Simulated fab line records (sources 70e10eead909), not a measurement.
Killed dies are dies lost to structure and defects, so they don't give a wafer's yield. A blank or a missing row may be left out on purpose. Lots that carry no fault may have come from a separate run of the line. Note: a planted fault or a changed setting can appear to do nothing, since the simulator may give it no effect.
What tool caused it? + flow nandHarc + 24 lots, 72 wafers sampled, at 6 steps of a route of 1302

WHAT THE GAUGES SHOWED, per wafer
Not one reading of a measure or inspect step in the record can be checked against a usual standard deviation.

WHICH TOOL RAN EACH LOT (tool, then ch and the chambers of the sampled wafers, then the start)
| lot  | NHARC_A_STAIRCASE_ETCH_25                    | NHARC_A_STAIRCASE_STRIP_175         | NHARC_A_STAIRCASE_TRIM_187        | NHARC_A_STAIRCASE_ETCH_230                   | NHARC_A_STAIRCASE_ETCH_236                   | NHARC_A_STAIRCASE_HM_DEP_456 |
|------|----------------------------------------------|-------------------------------------|-----------------------------------|----------------------------------------------|----------------------------------------------|------------------------------|
| L075 | rieDiel-06 ch 0,2,3, day 16 09:58 or earlier | plasmaAsher-02 ch 0,1, day 16 09:58 | rieDiel-06 ch 0,3, day 16 11:24   | rieDiel-06 ch 0,2,3, day 16 22:55 or earlier | rieDiel-06 ch 0,3, day 16 22:55 or earlier   | aclDep-02 ch 0, day 16 22:55 |
| L074 | rieDiel-02 ch 1,2,3, day 16 21:06 or earlier | plasmaAsher-02 ch 0,1, day 16 21:06 | rieDiel-02 ch 0,1, day 16 22:34   | rieDiel-04 ch 2,3, day 17 11:27 or earlier   | rieDiel-04 ch 0,2,3, day 17 11:27 or earlier | aclDep-02 ch 0, day 17 11:27 |
| L077 | rieDiel-04 ch 1,2,3, day 17 00:09 or earlier | plasmaAsher-01 ch 0,1, day 17 00:09 | rieDiel-04 ch 0,1,3, day 17 01:37 | rieDiel-04 ch 0,1, day 17 13:11 or earlier   | rieDiel-04 ch 0,1, day 17 13:11 or earlier   | aclDep-01 ch 0, day 17 13:11 |
| L076 | rieDiel-06 ch 1,2, day 17 00:37 or earlier   | plasmaAsher-02 ch 0, day 17 00:37   | rieDiel-04 ch 1,2,3, day 17 02:13 | rieDiel-04 ch 0,2, day 17 14:31 or earlier   | rieDiel-04 ch 0,1,2, day 17 14:31 or earlier | aclDep-02 ch 0, day 17 14:31 |
| L078 | rieDiel-06 ch 0,1,2, day 17 10:56 or earlier | plasmaAsher-01 ch 0, day 17 10:56   | rieDiel-06 ch 0,2, day 17 12:30   | rieDiel-04 ch 0,1,3, day 18 00:39 or earlier | rieDiel-04 ch 1,2,3, day 18 00:39 or earlier | aclDep-02 ch 0, day 18 00:39 |
| L079 | rieDiel-04 ch 2,3, day 17 11:14 or earlier   | plasmaAsher-02 ch 0, day 17 11:14   | rieDiel-04 ch 0,2, day 17 12:52   | rieDiel-02 ch 0,1,3, day 18 02:28 or earlier | rieDiel-02 ch 1,2,3, day 18 02:28 or earlier | aclDep-02 ch 0, day 18 02:28 |
| L080 | rieDiel-02 ch 1,2,3, day 18 03:51 or earlier | plasmaAsher-01 ch 0,1, day 18 03:51 | rieDiel-06 ch 0,1,2, day 18 05:19 | rieDiel-02 ch 1,2,3, day 18 17:52 or earlier | rieDiel-02 ch 0,1, day 18 17:52 or earlier   | aclDep-02 ch 0, day 18 17:52 |
| L081 | rieDiel-02 ch 0,1, day 19 02:26 or earlier   | plasmaAsher-01 ch 0,1, day 19 02:26 | rieDiel-02 ch 0,2,3, day 19 03:59 | rieDiel-06 ch 0,1,2, day 19 12:48 or earlier | rieDiel-06 ch 0,1,3, day 19 12:48 or earlier | aclDep-01 ch 0, day 19 12:48 |
| L083 | rieDiel-04 ch 2,3, day 19 14:50 or earlier   | plasmaAsher-02 ch 0,1, day 19 14:50 | rieDiel-06 ch 0,1,2, day 19 16:29 | rieDiel-04 ch 0,1,3, day 20 06:12 or earlier | rieDiel-04 ch 0,1,2, day 20 06:12 or earlier | aclDep-01 ch 0, day 20 06:12 |
| L082 | rieDiel-04 ch 0,1, day 19 15:01 or earlier   | plasmaAsher-01 ch 1, day 19 15:01   | rieDiel-04 ch 0,2,3, day 19 16:37 | rieDiel-06 ch 1,2,3, day 20 07:52 or earlier | rieDiel-06 ch 0,3, day 20 07:52 or earlier   | aclDep-03 ch 0, day 20 07:52 |
| L086 | rieDiel-04 ch 0,2,3, day 20 07:31 or earlier | plasmaAsher-01 ch 0,1, day 20 07:31 | rieDiel-02 ch 2,3, day 20 08:58   | rieDiel-06 ch 2,3, day 20 21:43 or earlier   | rieDiel-06 ch 1,2, day 20 21:43 or earlier   | aclDep-02 ch 0, day 20 21:43 |
| L085 | rieDiel-02 ch 0,2,3, day 20 08:08 or earlier | plasmaAsher-02 ch 0,1, day 20 08:08 | rieDiel-02 ch 0,1,3, day 20 09:40 | rieDiel-02 ch 0,1,2, day 20 21:03 or earlier | rieDiel-02 ch 0,1,2, day 20 21:03 or earlier | aclDep-03 ch 0, day 20 21:03 |
| L084 | rieDiel-06 ch 0,1,3, day 20 14:50 or earlier | plasmaAsher-02 ch 0,1, day 20 14:50 | rieDiel-06 ch 1,2,3, day 20 16:28 | rieDiel-06 ch 0,2, day 21 01:16 or earlier   | rieDiel-06 ch 1,2, day 21 01:16 or earlier   | aclDep-03 ch 0, day 21 01:16 |
| L087 | rieDiel-04 ch 1,2, day 21 22:40 or earlier   | plasmaAsher-02 ch 0,1, day 21 22:40 | rieDiel-04 ch 1,2,3, day 22 00:15 | rieDiel-06 ch 2,3, day 22 09:02 or earlier   | rieDiel-06 ch 1,2, day 22 09:02 or earlier   | aclDep-03 ch 0, day 22 09:02 |
| L088 | rieDiel-06 ch 1,2,3, day 21 22:55 or earlier | plasmaAsher-02 ch 0,1, day 21 22:55 | rieDiel-02 ch 0,2,3, day 22 00:31 | rieDiel-06 ch 0,1,3, day 22 10:34 or earlier | rieDiel-06 ch 0,1,3, day 22 10:34 or earlier | aclDep-03 ch 0, day 22 10:34 |
| L090 | rieDiel-06 ch 0,2,3, day 22 07:16 or earlier | plasmaAsher-01 ch 0,1, day 22 07:16 | rieDiel-02 ch 1,2,3, day 22 08:50 | rieDiel-02 ch 1,2,3, day 22 23:12 or earlier | rieDiel-02 ch 0,1,3, day 22 23:12 or earlier | aclDep-01 ch 0, day 22 23:12 |
| L089 | rieDiel-02 ch 0,1,2, day 22 09:57 or earlier | plasmaAsher-01 ch 0,1, day 22 09:57 | rieDiel-02 ch 0,2,3, day 22 11:31 | rieDiel-04 ch 0,1,2, day 23 00:55 or earlier | rieDiel-04 ch 1,2,3, day 23 00:55 or earlier | aclDep-02 ch 0, day 23 00:55 |
| L091 | rieDiel-06 ch 0,2, day 23 09:09 or earlier   | plasmaAsher-02 ch 0,1, day 23 09:09 | rieDiel-06 ch 0,3, day 23 15:53   | rieDiel-02 ch 2,3, day 24 05:39 or earlier   | rieDiel-02 ch 0,3, day 24 05:39 or earlier   | aclDep-02 ch 0, day 24 05:39 |
| L093 | rieDiel-06 ch 0,3, day 23 19:53 or earlier   | plasmaAsher-01 ch 0,1, day 23 19:53 | rieDiel-06 ch 0,1,2, day 23 21:35 | rieDiel-02 ch 2,3, day 24 08:31 or earlier   | rieDiel-02 ch 1,3, day 24 08:31 or earlier   | aclDep-03 ch 0, day 24 08:31 |
| L092 | rieDiel-04 ch 0,1, day 23 20:34 or earlier   | plasmaAsher-01 ch 0,1, day 23 20:34 | rieDiel-04 ch 0,2,3, day 23 22:07 | rieDiel-02 ch 0,1,2, day 24 09:56 or earlier | rieDiel-02 ch 1,3, day 24 09:56 or earlier   | aclDep-01 ch 0, day 24 09:56 |
| L094 | rieDiel-02 ch 2,3, day 24 01:23 or earlier   | plasmaAsher-01 ch 0,1, day 24 01:23 | rieDiel-04 ch 0,1,2, day 24 03:00 | rieDiel-06 ch 0,1,3, day 24 11:54 or earlier | rieDiel-06 ch 1,2,3, day 24 11:54 or earlier | aclDep-03 ch 0, day 24 11:54 |
| L095 | rieDiel-02 ch 0,1,3, day 24 12:11 or earlier | plasmaAsher-01 ch 0,1, day 24 12:11 | rieDiel-06 ch 1,2,3, day 24 13:54 | rieDiel-04 ch 0,1, day 25 02:31 or earlier   | rieDiel-04 ch 1,2,3, day 25 02:31 or earlier | aclDep-01 ch 0, day 25 02:31 |
| L097 | rieDiel-06 ch 1,2,3, day 25 05:16 or earlier | plasmaAsher-01 ch 0,1, day 25 05:16 | rieDiel-04 ch 0,1,3, day 25 06:50 | rieDiel-02 ch 0,1, day 26 01:07 or earlier   | rieDiel-02 ch 1,2, day 26 01:07 or earlier   | aclDep-02 ch 0, day 26 01:07 |
| L096 | rieDiel-06 ch 1,2, day 25 08:58 or earlier   | plasmaAsher-01 ch 0,1, day 25 08:58 | rieDiel-02 ch 0,2, day 25 10:20   | rieDiel-04 ch 0,1,2, day 25 20:31 or earlier | rieDiel-04 ch 0,1,3, day 25 20:31 or earlier | aclDep-03 ch 0, day 25 20:31 |
- NHARC_A_STAIRCASE_ETCH_25: etches the open film in C4F8/O2, target depth 100 nm, time 40.5 s.
- NHARC_A_STAIRCASE_STRIP_175: strips in O2.
- NHARC_A_STAIRCASE_TRIM_187: chemistry O2, time 211.2 s.
- NHARC_A_STAIRCASE_ETCH_230: etches the open film in C4F8/O2, target depth 100 nm, time 40.5 s.
- NHARC_A_STAIRCASE_ETCH_236: etches the open film in C4F8/O2, target depth 100 nm, time 40.5 s.
- NHARC_A_STAIRCASE_HM_DEP_456: deposits aC, target thk 3100 nm.

AS READ BY THE TOOLS THEMSELVES (means over the sampled wafers that have a number; for cases with no such wafer, the mark the record gives instead)
NHARC_A_STAIRCASE_ETCH_25.
| lot  | tool       | chamberPressureMTorr (mTorr) | oesProductAu (a.u.) | rfVppV (V) |
|------|------------|------------------------------|---------------------|------------|
| L075 | rieDiel-06 | 25.019                       | 0.942               | 897        |
| L074 | rieDiel-02 | 24.986                       | 0.946               | 892        |
| L077 | rieDiel-04 | 24.992                       | 0.935               | 890        |
| L076 | rieDiel-06 | 24.990                       | 0.923               | 895        |
| L078 | rieDiel-06 | 25.025                       | 0.945               | 895        |
| L079 | rieDiel-04 | 25.007                       | 0.937               | 890        |
| L080 | rieDiel-02 | 25.025                       | 0.955               | 891        |
| L081 | rieDiel-02 | 24.996                       | 0.954               | 889        |
| L083 | rieDiel-04 | 24.982                       | 0.927               | 888        |
| L082 | rieDiel-04 | 24.972                       | 0.940               | 889        |
| L086 | rieDiel-04 | 24.999                       | 0.937               | 889        |
| L085 | rieDiel-02 | 25.015                       | 0.939               | 892        |
| L084 | rieDiel-06 | 24.982                       | 0.941               | 899        |
| L087 | rieDiel-04 | 24.986                       | 0.933               | 890        |
| L088 | rieDiel-06 | 25.007                       | 0.951               | 898        |
| L090 | rieDiel-06 | 24.999                       | 0.934               | 897        |
| L089 | rieDiel-02 | 24.999                       | 0.945               | 892        |
| L091 | rieDiel-06 | 24.988                       | 0.939               | 894        |
| L093 | rieDiel-06 | 24.992                       | 0.936               | 902        |
| L092 | rieDiel-04 | 24.999                       | 0.960               | 889        |
| L094 | rieDiel-02 | 24.997                       | 0.948               | 891        |
| L095 | rieDiel-02 | 25.005                       | 0.943               | 888        |
| L097 | rieDiel-06 | 25.000                       | 0.944               | 898        |
| L096 | rieDiel-06 | 25.016                       | 0.939               | 893        |

NHARC_A_STAIRCASE_STRIP_175.
| lot  | tool           | drypumpMotorCurrentA (A) | heaterPowerW (W) |
|------|----------------|--------------------------|------------------|
| L075 | plasmaAsher-02 | 5.5                      | 356              |
| L074 | plasmaAsher-02 | 5.3                      | 341              |
| L077 | plasmaAsher-01 | 6.2                      | 334              |
| L076 | plasmaAsher-02 | 5.7                      | 354              |
| L078 | plasmaAsher-01 | 6.0                      | 313              |
| L079 | plasmaAsher-02 | 5.7                      | 357              |
| L080 | plasmaAsher-01 | 6.1                      | 325              |
| L081 | plasmaAsher-01 | 6.2                      | 335              |
| L083 | plasmaAsher-02 | 5.3                      | 346              |
| L082 | plasmaAsher-01 | 6.2                      | 344              |
| L086 | plasmaAsher-01 | 6.1                      | 333              |
| L085 | plasmaAsher-02 | 5.3                      | 345              |
| L084 | plasmaAsher-02 | 5.3                      | 345              |
| L087 | plasmaAsher-02 | 5.3                      | 338              |
| L088 | plasmaAsher-02 | 5.5                      | 355              |
| L090 | plasmaAsher-01 | 6.1                      | 325              |
| L089 | plasmaAsher-01 | 6.2                      | 330              |
| L091 | plasmaAsher-02 | 5.5                      | 355              |
| L093 | plasmaAsher-01 | 6.1                      | 333              |
| L092 | plasmaAsher-01 | 6.2                      | 330              |
| L094 | plasmaAsher-01 | 6.2                      | 328              |
| L095 | plasmaAsher-01 | 6.2                      | 332              |
| L097 | plasmaAsher-01 | 6.1                      | 327              |
| L096 | plasmaAsher-01 | 6.2                      | 331              |

NHARC_A_STAIRCASE_TRIM_187.
| lot  | tool       | chamberPressureMTorr (mTorr) | drypumpMotorCurrentA (A) | oesProductAu (a.u.) | rfVppV (V) | showerheadPlenumPTorr (Torr) | throttleValvePct (%) |
|------|------------|------------------------------|--------------------------|---------------------|------------|------------------------------|----------------------|
| L075 | rieDiel-06 | 59.98                        | 5.59                     | 1.010               | 57.1       | 3.71                         | 17.023               |
| L074 | rieDiel-02 | 60.01                        | 5.87                     | 1.002               | 57.5       | 3.35                         | 17.032               |
| L077 | rieDiel-04 | 60.02                        | 5.93                     | 1.010               | 57.2       | 3.34                         | 17.031               |
| L076 | rieDiel-04 | 60.00                        | 6.08                     | 0.995               | 56.9       | 3.35                         | 17.036               |
| L078 | rieDiel-06 | 60.03                        | 5.89                     | 0.982               | 57.4       | 3.45                         | 17.041               |
| L079 | rieDiel-04 | 60.04                        | 5.97                     | 0.987               | 57.5       | 3.35                         | 17.034               |
| L080 | rieDiel-06 | 60.00                        | 5.80                     | 0.995               | 57.4       | 3.53                         | 17.026               |
| L081 | rieDiel-02 | 60.00                        | 6.04                     | 0.989               | 57.7       | 3.40                         | 17.041               |
| L083 | rieDiel-06 | 60.05                        | 5.82                     | 0.993               | 57.7       | 3.52                         | 17.044               |
| L082 | rieDiel-04 | 59.99                        | 5.96                     | 1.000               | 57.6       | 3.32                         | 17.033               |
| L086 | rieDiel-02 | 60.05                        | 6.11                     | 0.995               | 57.7       | 3.47                         | 17.036               |
| L085 | rieDiel-02 | 60.03                        | 5.98                     | 0.991               | 57.8       | 3.34                         | 17.039               |
| L084 | rieDiel-06 | 60.00                        | 6.02                     | 0.999               | 58.4       | 3.60                         | 17.037               |
| L087 | rieDiel-04 | 60.03                        | 6.07                     | 0.990               | 57.2       | 3.33                         | 17.034               |
| L088 | rieDiel-02 | 59.94                        | 6.06                     | 1.002               | 57.7       | 3.39                         | 17.027               |
| L090 | rieDiel-02 | 60.02                        | 6.02                     | 1.004               | 58.3       | 3.40                         | 17.039               |
| L089 | rieDiel-02 | 60.01                        | 6.06                     | 1.003               | 57.7       | 3.38                         | 17.033               |
| L091 | rieDiel-06 | 60.02                        | 5.57                     | 1.000               | 58.6       | 3.68                         | 17.038               |
| L093 | rieDiel-06 | 60.01                        | 5.81                     | 1.009               | 58.2       | 3.50                         | 17.040               |
| L092 | rieDiel-04 | 60.00                        | 6.00                     | 1.002               | 57.2       | 3.49                         | 17.043               |
| L094 | rieDiel-04 | 60.01                        | 5.92                     | 1.005               | 58.1       | 3.34                         | 17.035               |
| L095 | rieDiel-06 | 60.01                        | 6.01                     | 1.001               | 57.7       | 3.58                         | 17.033               |
| L097 | rieDiel-04 | 59.93                        | 5.93                     | 1.013               | 57.7       | 3.49                         | 17.041               |
| L096 | rieDiel-02 | 59.99                        | 6.00                     | 0.989               | 57.1       | 3.37                         | 17.035               |

NHARC_A_STAIRCASE_ETCH_230.
| lot  | tool       | chamberPressureMTorr (mTorr) | oesProductAu (a.u.) | rfVppV (V) |
|------|------------|------------------------------|---------------------|------------|
| L075 | rieDiel-06 | 24.973                       | 0.935               | 898        |
| L074 | rieDiel-04 | 24.985                       | 0.918               | 888        |
| L077 | rieDiel-04 | 25.014                       | 0.922               | 890        |
| L076 | rieDiel-04 | 25.003                       | 0.916               | 889        |
| L078 | rieDiel-04 | 25.020                       | 0.932               | 889        |
| L079 | rieDiel-02 | 25.002                       | 0.964               | 889        |
| L080 | rieDiel-02 | 24.980                       | 0.958               | 891        |
| L081 | rieDiel-06 | 25.009                       | 0.918               | 896        |
| L083 | rieDiel-04 | 25.023                       | 0.945               | 888        |
| L082 | rieDiel-06 | 25.014                       | 0.934               | 898        |
| L086 | rieDiel-06 | 25.018                       | 0.921               | 901        |
| L085 | rieDiel-02 | 24.977                       | 0.963               | 892        |
| L084 | rieDiel-06 | 24.990                       | 0.961               | 894        |
| L087 | rieDiel-06 | 24.994                       | 0.942               | 896        |
| L088 | rieDiel-06 | 25.003                       | 0.953               | 900        |
| L090 | rieDiel-02 | 24.999                       | 0.974               | 891        |
| L089 | rieDiel-04 | 25.019                       | 0.933               | 889        |
| L091 | rieDiel-02 | 24.994                       | 0.962               | 890        |
| L093 | rieDiel-02 | 24.997                       | 0.959               | 893        |
| L092 | rieDiel-02 | 25.002                       | 0.943               | 892        |
| L094 | rieDiel-06 | 24.989                       | 0.960               | 900        |
| L095 | rieDiel-04 | 25.005                       | 0.940               | 890        |
| L097 | rieDiel-02 | 25.032                       | 0.939               | 890        |
| L096 | rieDiel-04 | 24.994                       | 0.924               | 888        |

NHARC_A_STAIRCASE_ETCH_236.
| lot  | tool       | chamberPressureMTorr (mTorr) | oesProductAu (a.u.) | rfVppV (V) |
|------|------------|------------------------------|---------------------|------------|
| L075 | rieDiel-06 | 25.000                       | 0.942               | 902        |
| L074 | rieDiel-04 | 24.978                       | 0.945               | 889        |
| L077 | rieDiel-04 | 25.011                       | 0.934               | 889        |
| L076 | rieDiel-04 | 24.996                       | 0.937               | 890        |
| L078 | rieDiel-04 | 24.996                       | 0.932               | 890        |
| L079 | rieDiel-02 | 25.007                       | 0.945               | 892        |
| L080 | rieDiel-02 | 24.976                       | 0.942               | 889        |
| L081 | rieDiel-06 | 25.014                       | 0.939               | 900        |
| L083 | rieDiel-04 | 24.996                       | 0.934               | 890        |
| L082 | rieDiel-06 | 24.982                       | 0.927               | 900        |
| L086 | rieDiel-06 | 25.006                       | 0.940               | 895        |
| L085 | rieDiel-02 | 24.991                       | 0.945               | 890        |
| L084 | rieDiel-06 | 24.969                       | 0.963               | 896        |
| L087 | rieDiel-06 | 25.018                       | 0.936               | 896        |
| L088 | rieDiel-06 | 24.994                       | 0.948               | 900        |
| L090 | rieDiel-02 | 24.999                       | 0.947               | 889        |
| L089 | rieDiel-04 | 24.972                       | 0.939               | 889        |
| L091 | rieDiel-02 | 24.988                       | 0.937               | 888        |
| L093 | rieDiel-02 | 25.003                       | 0.925               | 889        |
| L092 | rieDiel-02 | 24.992                       | 0.937               | 888        |
| L094 | rieDiel-06 | 24.993                       | 0.955               | 897        |
| L095 | rieDiel-04 | 24.995                       | 0.951               | 895        |
| L097 | rieDiel-02 | 24.981                       | 0.922               | 891        |
| L096 | rieDiel-04 | 25.002                       | 0.953               | 895        |

NHARC_A_STAIRCASE_HM_DEP_456.
| lot  | tool      | throttleValvePct (%) |
|------|-----------|----------------------|
| L075 | aclDep-02 | 35.003               |
| L074 | aclDep-02 | 34.992               |
| L077 | aclDep-01 | 34.998               |
| L076 | aclDep-02 | 35.000               |
| L078 | aclDep-02 | 34.996               |
| L079 | aclDep-02 | 34.997               |
| L080 | aclDep-02 | 34.996               |
| L081 | aclDep-01 | 34.998               |
| L083 | aclDep-01 | 35.000               |
| L082 | aclDep-03 | 34.995               |
| L086 | aclDep-02 | 34.987               |
| L085 | aclDep-03 | 35.003               |
| L084 | aclDep-03 | 35.002               |
| L087 | aclDep-03 | 35.002               |
| L088 | aclDep-03 | 35.009               |
| L090 | aclDep-01 | 35.005               |
| L089 | aclDep-02 | 35.001               |
| L091 | aclDep-02 | 34.994               |
| L093 | aclDep-03 | 34.997               |
| L092 | aclDep-01 | 35.003               |
| L094 | aclDep-03 | 34.999               |
| L095 | aclDep-01 | 34.992               |
| L097 | aclDep-02 | 35.006               |
| L096 | aclDep-03 | 35.003               |

THE ANSWER, worked out from the rows above alone
Rule: usual is defined by the lots themselves. The widest of any qualifying gaps counts: lots, ordered by their means at a reading, are off when they make up no more than a third of the lots, leave a main group of 4 or more, and stand apart from it by 3 or more times the standard deviation of that group's means. The tables above print the reading to a certain number of digits; a main group whose means all agree to those digits is not used. Also off: a lot with no number at a reading for which 4 or more lots have one. All remaining lots with rows at the step are treated as sound. After the gauges, taken in route order, come the tools' own readings; for these a lot's mean is taken, as printed above. The first step at which some lot is off is used, and at that step the reading that is off furthest; a lot without a number counts as furthest.
None of the lots is off at any reading shown; this tells nothing.

WHAT WAS PUT IN BY THE SIMULATOR
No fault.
